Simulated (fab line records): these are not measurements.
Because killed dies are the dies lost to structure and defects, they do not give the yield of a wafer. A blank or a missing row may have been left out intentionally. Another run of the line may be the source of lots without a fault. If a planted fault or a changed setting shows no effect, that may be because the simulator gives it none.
fab line records :: flow nand_harc :: part 2 of 2: steps 24 to 32 of 32
record
  lots=5
  wafers=15
  last_day=32
route steps=1302 shown A_SLIT@939 A_SIN_REMOVE@947 A_WL_FILL@952
lots with no fault: from the same line, run without faults
start_h: start of the lot's first displayed wafer, in hours after the record's first day :: wait_h: time in hours since the lot's previous step :: " unchanged from the row above :: L1.1+2: a row that stands for several wafers :: - no value, or no start was given :: * or withheld: withheld :: < > ~ a bound
route shown NAME@n: names a module that has steps shown in the file, with the first one's number in the route :: usual: mean and standard deviation over wafers with no fault :: same: alike in all rows :: chamber/n: place in a boat :: sites: readings site by site :: _std_site: their standard deviation :: _edge_site: the outer-site mean with the inner-site mean subtracted :: radius_mm: for every site, how far away it sits from the centre of the wafer :: mask NAME#n: copy n :: behind: the most recent tool/chamber to have shaped the wafer :: hold: reason for holding the lot/hours on hold/outcome of the hold :: device: whichever transistor did not switch (one of n, p or np) :: end of line: tests of these same wafers at the route's end :: a step without rows: its recipe alone :: killed: dies lost to structure and defects at the first sort, not the wafer's yield :: map: dies across one wafer; x = killed, . = not, _ = none there
set.NAME: the setting as run; set.NAME@STEP: as run at that earlier step :: model.NAME: the simulator's own value behind a step, which no gauge read
lots seen at some steps along the route; tables by step, rows by wafer
services: the hour from which a tool's chamber was out of use, counted from the record's first day as start_h (under 0 if before that day), plus the number of hours and why
## steps
# step NHARC_A_WL_FILL_ALD_10
# recipe
  target_thk_a=500
  pulse_time_s=10
  ald_cycles=500
  temp_c=300
  material=SiO2
# usual
  heater_power_w=466/62
  precursor_pulse_height_rel=1.003/0.022
# same
  ald_cycles=500
  pulse_time_s=10
lot.wafer: L080.1
tool: ald_hk-02
chamber: 0
start_h: 497.83
wait_h: 0.4
heater_power_w: 473
precursor_pulse_height_rel: 0.976

lot.wafer: L080.2
tool: ald_hk-02
chamber: 1
start_h: 497.83
wait_h: 0.4
heater_power_w: 490
precursor_pulse_height_rel: 1.036

lot.wafer: L080.4
tool: ald_hk-02
chamber: 2
start_h: 497.83
wait_h: 0.4
heater_power_w: 432
precursor_pulse_height_rel: 0.992

lot.wafer: L084.3
tool: ald_hk-04
chamber: 1
start_h: 544.15
wait_h: 1.1
heater_power_w: 628
precursor_pulse_height_rel: 1.004

lot.wafer: L084.5
tool: ald_hk-04
chamber: 3
start_h: 545.19
wait_h: 2.1
heater_power_w: 461
precursor_pulse_height_rel: 1.032

lot.wafer: L084.6
tool: ald_hk-04
chamber: 0
start_h: 545.19
wait_h: 2.1
heater_power_w: 423
precursor_pulse_height_rel: 1.013

lot.wafer: L088.2
tool: ald_hk-01
chamber: 3
start_h: 585.61
wait_h: 0.1
heater_power_w: 407
precursor_pulse_height_rel: 1.001

lot.wafer: L088.1
tool: ald_hk-01
chamber: 0
start_h: 585.61
wait_h: 0.1
heater_power_w: 402
precursor_pulse_height_rel: 0.994

lot.wafer: L088.6
tool: ald_hk-01
chamber: 0
start_h: 588.20
wait_h: 2.6
heater_power_w: 410
precursor_pulse_height_rel: 1.001

lot.wafer: L090.4
tool: ald_hk-01
chamber: 0
start_h: 602.74
wait_h: 0.1
heater_power_w: 400
precursor_pulse_height_rel: 0.969

lot.wafer: L090.3
tool: ald_hk-01
chamber: 1
start_h: 602.74
wait_h: 0.1
heater_power_w: 382
precursor_pulse_height_rel: 0.985

lot.wafer: L090.6
tool: ald_hk-01
chamber: 0
start_h: 604.76
wait_h: 2.1
heater_power_w: 409
precursor_pulse_height_rel: 0.956

lot.wafer: L091.3
tool: ald_hk-04
chamber: 2
start_h: 607.74
wait_h: 0.6
heater_power_w: 480
precursor_pulse_height_rel: 1.040

lot.wafer: L091.2
tool: ald_hk-04
chamber: 3
start_h: 607.74
wait_h: 0.6
heater_power_w: 477
precursor_pulse_height_rel: 0.991

lot.wafer: L091.4
tool: ald_hk-04
chamber: 0
start_h: 607.74
wait_h: 0.6
heater_power_w: 440
precursor_pulse_height_rel: 1.012
# step NHARC_A_WL_FILL_ETCHBACK_16
# recipe
  target_depth_a=1200
  time_s=24
  c4f8_flow_sccm=withheld
  o2_flow_sccm=8
  ar_flow_sccm=withheld
  rf_w=600
  bias_w=800
  chemistry=C4F8/O2/Ar
# usual
  oes_product_au=0.982/0.028
  rf_fwd_power_W=589/3.2
  rf_vpp_V=724/3.5
lot.wafer: L080.1
tool: rie_diel-02
chamber: 0
start_h: -
wait_h: -
oes_product_au: 0.921
rf_fwd_power_W: 585
rf_hours_counter_h: 2.9
rf_vpp_V: 723

lot.wafer: L080.2
tool: rie_diel-02
chamber: 1
start_h: -
wait_h: -
oes_product_au: 0.925
rf_fwd_power_W: 591
rf_hours_counter_h: 3.1
rf_vpp_V: 727

lot.wafer: L080.4
tool: rie_diel-02
chamber: 1
start_h: -
wait_h: -
oes_product_au: 0.925
rf_fwd_power_W: 591
rf_hours_counter_h: -
rf_vpp_V: 726

lot.wafer: L084.3
tool: rie_diel-01
chamber: 2
start_h: -
wait_h: -
oes_product_au: 1.013
rf_fwd_power_W: 587
rf_hours_counter_h: 0.0
rf_vpp_V: 724

lot.wafer: L084.6
tool: rie_diel-01
chamber: 2
start_h: -
wait_h: -
oes_product_au: 1.009
rf_fwd_power_W: 585
rf_hours_counter_h: -
rf_vpp_V: 722

lot.wafer: L084.5
tool: rie_diel-01
chamber: 0
start_h: -
wait_h: -
oes_product_au: 1.017
rf_fwd_power_W: 590
rf_hours_counter_h: -
rf_vpp_V: 729

lot.wafer: L088.1
tool: rie_diel-02
chamber: 3
start_h: -
wait_h: -
oes_product_au: 0.967
rf_fwd_power_W: 586
rf_hours_counter_h: 0.6
rf_vpp_V: 725

lot.wafer: L088.2
tool: rie_diel-02
chamber: 0
start_h: -
wait_h: -
oes_product_au: 0.974
rf_fwd_power_W: 584
rf_hours_counter_h: 0.8
rf_vpp_V: 724

lot.wafer: L088.6
tool: rie_diel-02
chamber: 2
start_h: -
wait_h: -
oes_product_au: 0.968
rf_fwd_power_W: 586
rf_hours_counter_h: -
rf_vpp_V: 719

lot.wafer: L090.3
tool: rie_diel-02
chamber: 3
start_h: -
wait_h: -
oes_product_au: 0.962
rf_fwd_power_W: 585
rf_hours_counter_h: 1.0
rf_vpp_V: 725

lot.wafer: L090.4
tool: rie_diel-02
chamber: 1
start_h: -
wait_h: -
oes_product_au: 0.983
rf_fwd_power_W: 595
rf_hours_counter_h: 1.5
rf_vpp_V: 727

lot.wafer: L090.6
tool: rie_diel-02
chamber: 3
start_h: -
wait_h: -
oes_product_au: 0.957
rf_fwd_power_W: 587
rf_hours_counter_h: -
rf_vpp_V: 725

lot.wafer: L091.4
tool: rie_diel-01
chamber: 0
start_h: -
wait_h: -
oes_product_au: 1.011
rf_fwd_power_W: 591
rf_hours_counter_h: 2.8
rf_vpp_V: 729

lot.wafer: L091.3
tool: rie_diel-01
chamber: 1
start_h: -
wait_h: -
oes_product_au: 1.000
rf_fwd_power_W: 587
rf_hours_counter_h: 2.7
rf_vpp_V: 718

lot.wafer: L091.2
tool: rie_diel-01
chamber: 2
start_h: -
wait_h: -
oes_product_au: 1.003
rf_fwd_power_W: 587
rf_hours_counter_h: 2.6
rf_vpp_V: 725
# step NHARC_A_WL_FILL_STRIP_29
# recipe
  time_s=20
  o2_flow_sccm=500
  ar_flow_sccm=0
  bias_w=0
  chemistry=O2
# usual
  drypump_motor_current_A=5.9/0.47
  oes_product_au=1.000/0.0073
  rf_vpp_V=57.8/0.91
  showerhead_plenum_p_Torr=3.55/0.12
  throttle_valve_pct=17.036/0.01
lot.wafer: L080.1
tool: rie_diel-02
chamber: 1
start_h: 502.62
wait_h: 0.1
drypump_motor_current_A: 6.2
oes_product_au: 0.998
rf_hours_counter_h: 3.1
rf_vpp_V: 57.2
showerhead_plenum_p_Torr: 3.64
throttle_valve_pct: 17.047

lot.wafer: L080.2
tool: rie_diel-02
chamber: 3
start_h: 502.62
wait_h: 0.1
drypump_motor_current_A: 6.2
oes_product_au: 1.004
rf_hours_counter_h: 3.0
rf_vpp_V: 58.0
showerhead_plenum_p_Torr: 3.57
throttle_valve_pct: 17.019

lot.wafer: L080.4
tool: rie_diel-02
chamber: 1
start_h: 502.62
wait_h: 0.1
drypump_motor_current_A: 6.2
oes_product_au: 0.993
rf_hours_counter_h: -
rf_vpp_V: 58.8
showerhead_plenum_p_Torr: 3.64
throttle_valve_pct: 17.039

lot.wafer: L084.3
tool: rie_diel-01
chamber: 1
start_h: 547.98
wait_h: 0.1
drypump_motor_current_A: 5.1
oes_product_au: 1.000
rf_hours_counter_h: 0.0
rf_vpp_V: 56.4
showerhead_plenum_p_Torr: 3.37
throttle_valve_pct: 17.021

lot.wafer: L084.6
tool: rie_diel-01
chamber: 1
start_h: 547.98
wait_h: 0.1
drypump_motor_current_A: 5.1
oes_product_au: 0.992
rf_hours_counter_h: -
rf_vpp_V: 57.3
showerhead_plenum_p_Torr: 3.37
throttle_valve_pct: 17.037

lot.wafer: L084.5
tool: rie_diel-01
chamber: 2
start_h: 547.98
wait_h: 0.1
drypump_motor_current_A: 5.6
oes_product_au: 0.997
rf_hours_counter_h: -
rf_vpp_V: 58.6
showerhead_plenum_p_Torr: 3.53
throttle_valve_pct: 17.031

lot.wafer: L088.1
tool: rie_diel-02
chamber: 2
start_h: 590.37
wait_h: 0.1
drypump_motor_current_A: 5.4
oes_product_au: 1.005
rf_hours_counter_h: 0.6
rf_vpp_V: 57.3
showerhead_plenum_p_Torr: 3.37
throttle_valve_pct: 17.052

lot.wafer: L088.2
tool: rie_diel-02
chamber: 0
start_h: 590.37
wait_h: 0.1
drypump_motor_current_A: 6.8
oes_product_au: 1.017
rf_hours_counter_h: 0.8
rf_vpp_V: 58.3
showerhead_plenum_p_Torr: 3.50
throttle_valve_pct: 17.015

lot.wafer: L088.6
tool: rie_diel-02
chamber: 3
start_h: 590.37
wait_h: 0.1
drypump_motor_current_A: 6.2
oes_product_au: 0.992
rf_hours_counter_h: -
rf_vpp_V: 57.3
showerhead_plenum_p_Torr: 3.57
throttle_valve_pct: 17.042

lot.wafer: L090.3
tool: rie_diel-02
chamber: 2
start_h: 607.43
wait_h: 0.1
drypump_motor_current_A: 5.4
oes_product_au: 0.994
rf_hours_counter_h: 1.4
rf_vpp_V: 56.8
showerhead_plenum_p_Torr: 3.36
throttle_valve_pct: 17.036

lot.wafer: L090.4
tool: rie_diel-02
chamber: 3
start_h: 607.43
wait_h: 0.1
drypump_motor_current_A: 6.2
oes_product_au: 1.002
rf_hours_counter_h: 1.0
rf_vpp_V: 57.5
showerhead_plenum_p_Torr: 3.57
throttle_valve_pct: 17.020

lot.wafer: L090.6
tool: rie_diel-02
chamber: 1
start_h: 607.43
wait_h: 0.1
drypump_motor_current_A: 6.2
oes_product_au: 0.995
rf_hours_counter_h: -
rf_vpp_V: 56.7
showerhead_plenum_p_Torr: 3.64
throttle_valve_pct: 17.027

lot.wafer: L091.2
tool: rie_diel-01
chamber: 0
start_h: 611.98
wait_h: 0.1
drypump_motor_current_A: 6.1
oes_product_au: 1.011
rf_hours_counter_h: 2.8
rf_vpp_V: 58.2
showerhead_plenum_p_Torr: 3.70
throttle_valve_pct: 17.044

lot.wafer: L091.4
tool: rie_diel-01
chamber: 1
start_h: 611.98
wait_h: 0.1
drypump_motor_current_A: 5.1
oes_product_au: 1.006
rf_hours_counter_h: 2.7
rf_vpp_V: 56.9
showerhead_plenum_p_Torr: 3.37
throttle_valve_pct: 17.046

lot.wafer: L091.3
tool: rie_diel-01
chamber: 2
start_h: 611.98
wait_h: 0.1
drypump_motor_current_A: 5.6
oes_product_au: 1.010
rf_hours_counter_h: 2.6
rf_vpp_V: 57.7
showerhead_plenum_p_Torr: 3.53
throttle_valve_pct: 17.045
# step NHARC_A_WL_FILL_ETCHBACK_17
# recipe
  target_depth_a=40
  time_s=26.7
  chemistry=Cl2/BCl3
# usual
  drypump_motor_current_A=5.72/0.3
  oes_product_au=1.002/0.0081
lot.wafer: L080.1
tool: rie_metal-02
chamber: 0
start_h: 502.71
wait_h: -
drypump_motor_current_A: 5.63
oes_product_au: 1.009
rf_hours_counter_h: 1.7

lot.wafer: L080.2
tool: rie_metal-02
chamber: 1
start_h: 502.71
wait_h: -
drypump_motor_current_A: 5.62
oes_product_au: 1.004
rf_hours_counter_h: 1.7

lot.wafer: L080.4
tool: rie_metal-02
chamber: 1
start_h: 502.71
wait_h: -
drypump_motor_current_A: 5.61
oes_product_au: 1.002
rf_hours_counter_h: -

lot.wafer: L084.3
tool: rie_metal-02
chamber: 1
start_h: 548.13
wait_h: -
drypump_motor_current_A: 5.62
oes_product_au: 1.005
rf_hours_counter_h: -

lot.wafer: L084.6
tool: rie_metal-02
chamber: 0
start_h: 548.13
wait_h: -
drypump_motor_current_A: 5.64
oes_product_au: 1.009
rf_hours_counter_h: -

lot.wafer: L084.5
tool: rie_metal-02
chamber: 1
start_h: 548.13
wait_h: -
drypump_motor_current_A: 5.62
oes_product_au: 0.994
rf_hours_counter_h: -

lot.wafer: L088.1
tool: rie_metal-01
chamber: 0
start_h: 590.45
wait_h: -
drypump_motor_current_A: 5.17
oes_product_au: 1.006
rf_hours_counter_h: 0.4

lot.wafer: L088.2
tool: rie_metal-01
chamber: 1
start_h: 590.45
wait_h: -
drypump_motor_current_A: 5.70
oes_product_au: 1.006
rf_hours_counter_h: 0.2

lot.wafer: L088.6
tool: rie_metal-01
chamber: 1
start_h: 590.45
wait_h: -
drypump_motor_current_A: 5.72
oes_product_au: 1.001
rf_hours_counter_h: -

lot.wafer: L090.4
tool: rie_metal-03
chamber: 1
start_h: 607.55
wait_h: -
drypump_motor_current_A: 5.82
oes_product_au: 1.005
rf_hours_counter_h: -

lot.wafer: L090.3
tool: rie_metal-03
chamber: 0
start_h: 607.55
wait_h: -
drypump_motor_current_A: 6.12
oes_product_au: 1.024
rf_hours_counter_h: -

lot.wafer: L090.6
tool: rie_metal-03
chamber: 1
start_h: 607.55
wait_h: -
drypump_motor_current_A: 5.82
oes_product_au: 1.006
rf_hours_counter_h: -

lot.wafer: L091.2
tool: rie_metal-03
chamber: 0
start_h: 612.06
wait_h: -
drypump_motor_current_A: 6.10
oes_product_au: 1.005
rf_hours_counter_h: 1.6

lot.wafer: L091.4
tool: rie_metal-03
chamber: 0
start_h: 612.06
wait_h: -
drypump_motor_current_A: 6.08
oes_product_au: 1.007
rf_hours_counter_h: -

lot.wafer: L091.3
tool: rie_metal-03
chamber: 1
start_h: 612.06
wait_h: -
drypump_motor_current_A: 5.85
oes_product_au: 1.013
rf_hours_counter_h: -
# step NHARC_A_WL_FILL_PRECLEAN_18
# recipe
  time_s=30
  chemistry=dHF
lot.wafer: L080.1+4+2
tool: wet_bench-09
chamber: 3,7,0
start_h: 502.90
wait_h: 0.2

lot.wafer: L084.3+6+5
tool: wet_bench-04
chamber: 7,0,1
start_h: 548.25
wait_h: 0.1

lot.wafer: L088.2+1+6
tool: wet_bench-04
chamber: 2,6,7
start_h: 590.64
wait_h: 0.1

lot.wafer: L090.4+6+3
tool: wet_bench-05
chamber: 5,7,1
start_h: 607.69
wait_h: 0.1

lot.wafer: L091.2+3+4
tool: wet_bench-04
chamber: 7,0,3
start_h: 612.24
wait_h: 0.2
# step NHARC_A_WL_FILL_SRD_21
lot.wafer: L080.1+4+2
tool: wet_bench-09
chamber: 3,7,0
start_h: 502.93
wait_h: 0.0

lot.wafer: L084.3+6+5
tool: wet_bench-04
chamber: 7,0,1
start_h: 548.28
wait_h: 0.0

lot.wafer: L088.2+1+6
tool: wet_bench-04
chamber: 2,6,7
start_h: 590.66
wait_h: 0.0

lot.wafer: L090.4+6+3
tool: wet_bench-05
chamber: 5,7,1
start_h: 607.72
wait_h: 0.0

lot.wafer: L091.2+3+4
tool: wet_bench-04
chamber: 7,0,3
start_h: -
wait_h: -
# step NHARC_A_WL_FILL_CVD_23
# recipe
  target_thk_a=400
  temp_c=620
  pressure_mtorr=200
  time_s=800
  material=poly-Si
# usual
  spike_tc_top_C=637.4/2
  zone_power_centre_pct=8.2/0.71
lot.wafer: L080.1
tool: lpcvd_poly-02
chamber: 0
start_h: 505.31
wait_h: 2.4
spike_tc_top_C: 636.6
zone_power_centre_pct: 7.8

lot.wafer: L080.2
tool: lpcvd_poly-02
chamber: 0
start_h: 505.31
wait_h: 2.4
spike_tc_top_C: 637.6
zone_power_centre_pct: 7.7

lot.wafer: L080.4
tool: lpcvd_poly-02
chamber: 0
start_h: 505.31
wait_h: 2.4
spike_tc_top_C: 636.4
zone_power_centre_pct: 7.8

lot.wafer: L084.3
tool: lpcvd_poly-02
chamber: 0
start_h: 551.84
wait_h: 3.6
spike_tc_top_C: 636.1
zone_power_centre_pct: 7.7

lot.wafer: L084.5
tool: lpcvd_poly-02
chamber: 0
start_h: 551.84
wait_h: 3.6
spike_tc_top_C: 636.6
zone_power_centre_pct: 7.8

lot.wafer: L084.6
tool: lpcvd_poly-02
chamber: 0
start_h: 551.84
wait_h: 3.6
spike_tc_top_C: 636.4
zone_power_centre_pct: 7.7

lot.wafer: L088.1
tool: lpcvd_poly-02
chamber: 0
start_h: 593.10
wait_h: 2.4
spike_tc_top_C: 636.6
zone_power_centre_pct: 7.6

lot.wafer: L088.2
tool: lpcvd_poly-02
chamber: 0
start_h: 593.10
wait_h: 2.4
spike_tc_top_C: 636.3
zone_power_centre_pct: 7.7

lot.wafer: L088.6
tool: lpcvd_poly-02
chamber: 0
start_h: 593.10
wait_h: 2.4
spike_tc_top_C: 637.3
zone_power_centre_pct: 7.6

lot.wafer: L090.3
tool: lpcvd_poly-02
chamber: 0
start_h: 610.15
wait_h: 2.4
spike_tc_top_C: 636.3
zone_power_centre_pct: 7.5

lot.wafer: L090.4
tool: lpcvd_poly-02
chamber: 0
start_h: 610.15
wait_h: 2.4
spike_tc_top_C: 636.5
zone_power_centre_pct: 7.8

lot.wafer: L090.6
tool: lpcvd_poly-02
chamber: 0
start_h: 610.15
wait_h: 2.4
spike_tc_top_C: 636.4
zone_power_centre_pct: 7.7

lot.wafer: L091.2
tool: lpcvd_poly-01
chamber: 0
start_h: 614.61
wait_h: -
spike_tc_top_C: 641.1
zone_power_centre_pct: 9.3

lot.wafer: L091.3
tool: lpcvd_poly-01
chamber: 0
start_h: 614.61
wait_h: -
spike_tc_top_C: 640.2
zone_power_centre_pct: 9.2

lot.wafer: L091.4
tool: lpcvd_poly-01
chamber: 0
start_h: 614.61
wait_h: -
spike_tc_top_C: 640.6
zone_power_centre_pct: 9.3
# step NHARC_A_WL_FILL_ETCHBACK_26
# recipe
  target_depth_a=520
  time_s=13.3
  hbr_flow_sccm=150
  rf_w=350
  icp_w=350
  bias_w=60
  chemistry=HBr
# usual
  drypump_motor_current_A=5.5/0.38
  oes_product_au=1.001/0.0063
  rf_fwd_power_W=342.7/1.5
  throttle_valve_pct=23.267/0.0097
lot.wafer: L080.4
tool: rie_si-03
chamber: 1
start_h: 507.90
wait_h: 0.4
drypump_motor_current_A: 5.5
oes_product_au: 0.996
rf_fwd_power_W: 342.2
rf_hours_counter_h: 0.8
throttle_valve_pct: 23.257

lot.wafer: L080.2
tool: rie_si-03
chamber: 2
start_h: 507.90
wait_h: 0.4
drypump_motor_current_A: 5.5
oes_product_au: 1.001
rf_fwd_power_W: 343.0
rf_hours_counter_h: 0.7
throttle_valve_pct: 23.262

lot.wafer: L080.1
tool: rie_si-03
chamber: 3
start_h: 507.90
wait_h: 0.4
drypump_motor_current_A: 6.0
oes_product_au: 0.995
rf_fwd_power_W: 344.9
rf_hours_counter_h: 0.8
throttle_valve_pct: 23.260

lot.wafer: L084.3
tool: rie_si-04
chamber: 1
start_h: 554.45
wait_h: 0.4
drypump_motor_current_A: 5.8
oes_product_au: 0.997
rf_fwd_power_W: 341.0
rf_hours_counter_h: 0.4
throttle_valve_pct: 23.260

lot.wafer: L084.6
tool: rie_si-04
chamber: 3
start_h: 554.45
wait_h: 0.4
drypump_motor_current_A: 5.6
oes_product_au: 0.998
rf_fwd_power_W: 341.9
rf_hours_counter_h: -
throttle_valve_pct: 23.253

lot.wafer: L084.5
tool: rie_si-04
chamber: 0
start_h: 554.45
wait_h: 0.4
drypump_motor_current_A: 5.3
oes_product_au: 1.007
rf_fwd_power_W: 343.6
rf_hours_counter_h: -
throttle_valve_pct: 23.272

lot.wafer: L088.2
tool: rie_si-01
chamber: 0
start_h: 595.68
wait_h: 0.4
drypump_motor_current_A: 5.7
oes_product_au: 0.991
rf_fwd_power_W: 341.7
rf_hours_counter_h: 0.4
throttle_valve_pct: 23.264

lot.wafer: L088.1
tool: rie_si-01
chamber: 1
start_h: 595.68
wait_h: 0.4
drypump_motor_current_A: 4.9
oes_product_au: 1.010
rf_fwd_power_W: 340.9
rf_hours_counter_h: 0.5
throttle_valve_pct: 23.257

lot.wafer: L088.6
tool: rie_si-01
chamber: 3
start_h: 595.68
wait_h: 0.4
drypump_motor_current_A: 5.2
oes_product_au: 1.008
rf_fwd_power_W: 342.7
rf_hours_counter_h: -
throttle_valve_pct: 23.264

lot.wafer: L090.4
tool: rie_si-03
chamber: 1
start_h: 612.78
wait_h: 0.4
drypump_motor_current_A: 5.5
oes_product_au: 1.001
rf_fwd_power_W: 341.2
rf_hours_counter_h: 0.4
throttle_valve_pct: 23.290

lot.wafer: L090.3
tool: rie_si-03
chamber: 3
start_h: 612.78
wait_h: 0.4
drypump_motor_current_A: 6.0
oes_product_au: 1.008
rf_fwd_power_W: 345.7
rf_hours_counter_h: 0.3
throttle_valve_pct: 23.261

lot.wafer: L090.6
tool: rie_si-03
chamber: 2
start_h: 612.78
wait_h: 0.4
drypump_motor_current_A: 5.5
oes_product_au: 1.013
rf_fwd_power_W: 341.7
rf_hours_counter_h: -
throttle_valve_pct: 23.265

lot.wafer: L091.4
tool: rie_si-03
chamber: 2
start_h: 617.20
wait_h: 0.4
drypump_motor_current_A: 5.5
oes_product_au: 1.014
rf_fwd_power_W: 344.2
rf_hours_counter_h: 0.4
throttle_valve_pct: 23.273

lot.wafer: L091.2
tool: rie_si-03
chamber: 3
start_h: 617.20
wait_h: 0.4
drypump_motor_current_A: 6.0
oes_product_au: 0.998
rf_fwd_power_W: 346.0
rf_hours_counter_h: 0.4
throttle_valve_pct: 23.263

lot.wafer: L091.3
tool: rie_si-03
chamber: 0
start_h: 617.20
wait_h: 0.4
drypump_motor_current_A: 6.3
oes_product_au: 1.004
rf_fwd_power_W: 342.7
rf_hours_counter_h: 0.3
throttle_valve_pct: 23.276
# step NHARC_A_WL_FILL_PRECLEAN_30
# recipe
  time_s=10
  chemistry=dHF
lot.wafer: L080.1+2+4
tool: wet_bench-05
chamber: 5,7,0
start_h: 508.04
wait_h: 0.1

lot.wafer: L084.3+5+6
tool: wet_bench-09
chamber: 3,5,7
start_h: 554.57
wait_h: 0.1

lot.wafer: L088.1+6+2
tool: wet_bench-04
chamber: 0,1,2
start_h: 595.82
wait_h: 0.1

lot.wafer: L090.4+6+3
tool: wet_bench-04
chamber: 5,6,7
start_h: 612.93
wait_h: 0.1

lot.wafer: L091.4+2+3
tool: wet_bench-09
chamber: 1,2,3
start_h: 617.35
wait_h: 0.1
## services
tool: rie_metal-03
chamber: -
start_h: 454.57
hours: 1.8
kind: repair

tool: rie_metal-01
chamber: 1
start_h: 455.71
hours: 4.8
kind: repair

tool: ald_hk-01
chamber: -
start_h: 456.94
hours: 10.0
kind: pm

tool: wet_bench-01
chamber: -
start_h: 471.19
hours: 3.4
kind: repair

tool: rie_diel-12
chamber: -
start_h: 478.98
hours: 0.1
kind: repair

tool: rie_diel-12
chamber: 3
start_h: 479.97
hours: 5.8
kind: repair

tool: wet_bench-07
chamber: -
start_h: 483.04
hours: 1.5
kind: repair

tool: wet_bench-07
chamber: -
start_h: 488.00
hours: 8.0
kind: pm

tool: rie_diel-02
chamber: 1
start_h: 496.66
hours: 2.4
kind: repair

tool: rie_diel-02
chamber: -
start_h: 497.31
hours: 0.4
kind: repair

tool: rie_diel-10
chamber: 2
start_h: 501.59
hours: 2.5
kind: repair

tool: rie_diel-02
chamber: 2
start_h: 501.78
hours: 12.5
kind: repair

tool: wet_bench-09
chamber: -
start_h: 504.83
hours: 8.0
kind: pm

tool: rie_diel-02
chamber: -
start_h: 546.70
hours: 9.0
kind: pm

tool: rie_diel-10
chamber: 1
start_h: 547.02
hours: 5.0
kind: repair

tool: rie_metal-01
chamber: -
start_h: 551.00
hours: 9.0
kind: pm

tool: wet_bench-04
chamber: -
start_h: 555.20
hours: 8.0
kind: pm

tool: rie_diel-10
chamber: -
start_h: 572.81
hours: 9.0
kind: pm

tool: wet_bench-05
chamber: -
start_h: 588.80
hours: 8.0
kind: pm

tool: rie_diel-02
chamber: 1
start_h: 592.77
hours: 2.6
kind: repair

tool: rie_diel-10
chamber: 0
start_h: 593.46
hours: 9.2
kind: repair

tool: rie_diel-12
chamber: -
start_h: 598.40
hours: 9.0
kind: pm

tool: rie_diel-02
chamber: -
start_h: 600.23
hours: 2.8
kind: repair

tool: wet_bench-01
chamber: -
start_h: 605.60
hours: 8.0
kind: pm
